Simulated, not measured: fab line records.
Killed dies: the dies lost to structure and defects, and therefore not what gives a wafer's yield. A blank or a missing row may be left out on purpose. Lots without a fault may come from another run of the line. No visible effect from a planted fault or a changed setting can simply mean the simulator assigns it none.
The tool behind it: which one? | flow n5_finfet | 24 lots, 72 wafers sampled, at 1 step of a route of 1938

== WHAT EACH GAUGE READ, for each wafer ==
N5_BEOL_M5_CD_MEAS_18: pitch 56 nm, target cd 28 nm. Usual: cd_nm reads 28.0 nm (standard deviation 0.4).
lot  | measured     | on        | cd_nm (nm)     | flag
L074 | day 8 02:31  | cd_sem-03 | 27.9 28.7 28.6 |
L075 | day 8 04:54  | cd_sem-02 | 27.7 28.2 27.9 |
L076 | day 8 14:44  | cd_sem-01 | 28.4 28.4 27.4 |
L077 | day 8 19:01  | cd_sem-01 | 27.8 28.2 28.3 |
L078 | day 9 04:25  | cd_sem-01 | 27.8 28.3 27.8 |
L079 | day 9 05:15  | cd_sem-02 | 27.2 27.8 27.5 |
L080 | day 9 11:54  | cd_sem-03 | 28.4 28.3 28.1 |
L082 | day 9 14:28  | cd_sem-02 | 27.8 27.9 28.0 |
L081 | day 9 16:38  | cd_sem-01 | 28.0 28.1 28.5 |
L083 | day 9 19:59  | cd_sem-03 | 28.0 28.3 27.6 |
L084 | day 10 14:40 | cd_sem-01 | 27.6 28.0 28.4 |
L086 | day 11 05:13 | cd_sem-03 | 27.5 28.2 28.3 |
L085 | day 11 05:21 | cd_sem-03 | 27.7 27.8 27.7 |
L087 | day 11 08:56 | cd_sem-01 | 27.4 27.8 27.8 |
L088 | day 11 10:01 | cd_sem-02 | 27.5 28.5 28.1 |
L089 | day 11 12:47 | cd_sem-03 | 27.5 27.9 28.4 |
L091 | day 12 03:43 | cd_sem-03 | 27.6 27.5 27.0 |
L090 | day 12 04:55 | cd_sem-03 | 27.8 28.0 27.3 |
L092 | day 12 06:56 | cd_sem-01 | 27.7 28.1 28.1 |
L093 | day 12 20:51 | cd_sem-01 | 28.1 28.3 28.0 |
L094 | day 13 03:33 | cd_sem-03 | 28.2 28.5 28.4 |
L095 | day 13 05:58 | cd_sem-01 | 28.4 28.4 28.3 |
L096 | day 13 10:46 | cd_sem-03 | 28.1 27.5 26.9 |
L097 | day 13 12:22 | cd_sem-02 | 28.4 28.0 27.6 |

== TOOL THAT RAN EACH LOT (tool first, then ch and the chambers of the sampled wafers, then the start) ==
The record shows no process step preceding these readings.

== WHAT THE TOOLS THEMSELVES READ (means of the sampled wafers that have a number; where no wafer has one, the mark that the record gives instead) ==
The record holds no such reading with a usual standard deviation.

== THE ANSWER, worked out from the rows above alone ==
Rule: a lot is off if the mean of its wafers that have a number lies more than 3 standard deviations from the usual mean. Also off: a lot with no number at a reading for which 4 or more lots have one. All remaining lots with rows at the step are treated as sound. The gauges are gone through in route order, then the tools' own readings, and for those a lot's mean is taken as printed above. The first step at which some lot is off is used, and at that step the reading that is off furthest; a lot without a number counts as furthest.
No lot is off at any reading shown: from this, nothing can be told.

== WHAT THE SIMULATOR HAD PUT IN ==
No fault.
